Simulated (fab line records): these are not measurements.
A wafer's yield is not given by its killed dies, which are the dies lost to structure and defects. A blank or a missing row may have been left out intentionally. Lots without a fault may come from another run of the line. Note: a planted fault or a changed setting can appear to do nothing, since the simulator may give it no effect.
Problem report in the 8D (eight disciplines) form, filled by code | flow n5-finfet | the parts of the form that need people (team, actions taken, sign-off) are left out

1. THE ISSUE
At N5_BEOL_M9_ETCH_66, bias-w averages 165.9 W over 6 wafers from 2 lots, while fault-free wafers read 150.0 W, standard deviation 0.45. Measured from the usual mean, that is +35 standard deviations.
The step: etches SOC in N2/H2, target depth 80 nm, overetch 16 nm, time 120 s.
First seen on wafer L451.1, day 11 21:14, on rie-diel-05. At this step, 29 wafers from 10 lots have a number in the record. Rule for "out", or "out of limits": more than 4 standard deviations from the usual mean. All remaining wafers that have a number are taken as sound.

2. WHAT THIS IS AND IS NOT
question                    | is                     | is not
which readings at this step | bias-w, rf-vpp-V       | drypump-motor-current-A, oes-product-au, showerhead-plenum-p-Torr, throttle-valve-pct
which lots                  | L451, L454             | L444, L446, L449, L462, L464, L465, L466, L467
which wafers of those lots  | all that have a number | -
read on which tools         | rie-diel-05            | rie-diel-03, rie-diel-06
when                        | from day 11 21:14      | up to then (8 sound wafers); but 15 sound wafers of L462, L464, L465, L466, L467 came after

3. SUSPECTS, AND WHAT RULES EACH OUT
Counting: any tool at a process step up to the reading is kept as a suspect provided that every lot that is out went through it and no sound lot did after the first of them.
- rie-diel-06 at N5_BEOL_M9_ETCH_62 (etches SOC in N2/H2, target depth 110 nm, overetch 22 nm, time 165 s): ruled out as a lasting fault. Sound lots L466 ran on it after its first lot that is out, L451 (day 11 17:04).
- rie-diel-05 at N5_BEOL_M9_ETCH_66 (etches SOC in N2/H2, target depth 80 nm, overetch 16 nm, time 120 s): ruled out as a lasting fault. Sound lots L465, L466 ran on it after its first lot that is out, L451 (day 11 21:14).
Left after counting: nothing in the record.

4. THE CAUSE (what the simulator had put in)
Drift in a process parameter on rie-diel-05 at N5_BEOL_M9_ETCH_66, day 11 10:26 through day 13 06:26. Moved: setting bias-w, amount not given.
Counting ruled it out, wrongly.

5. THE CHAIN OF EFFECTS, in route order
Each row: a reading where the mean over the struck wafers with a number is more than 3 standard deviations away from the usual. Readings are gone through only where the record gives a usual standard deviation; hours: the median, over the lots, of the time from a lot's start at the first step in this table giving one to that lot's start at this step; sigmas: the change measured in usual standard deviations.
hours | step               | reading  | usual   | on struck wafers | change | sigmas
0     | N5_BEOL_M9_ETCH_66 | bias-w   | 150.0 W | 165.9            | +15.9  | +35
0     | N5_BEOL_M9_ETCH_66 | rf-vpp-V | 523.1 V | 559.5            | +36.4  | +15
Here are the process steps it includes:
- N5_BEOL_M9_ETCH_66: etches SOC in N2/H2, target depth 80 nm, overetch 16 nm, time 120 s.

6. WHAT WOULD HAVE CAUGHT IT SOONER
The fault began at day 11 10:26; the first out-of-limits reading in this record came at day 11 21:14, 11 hours later.
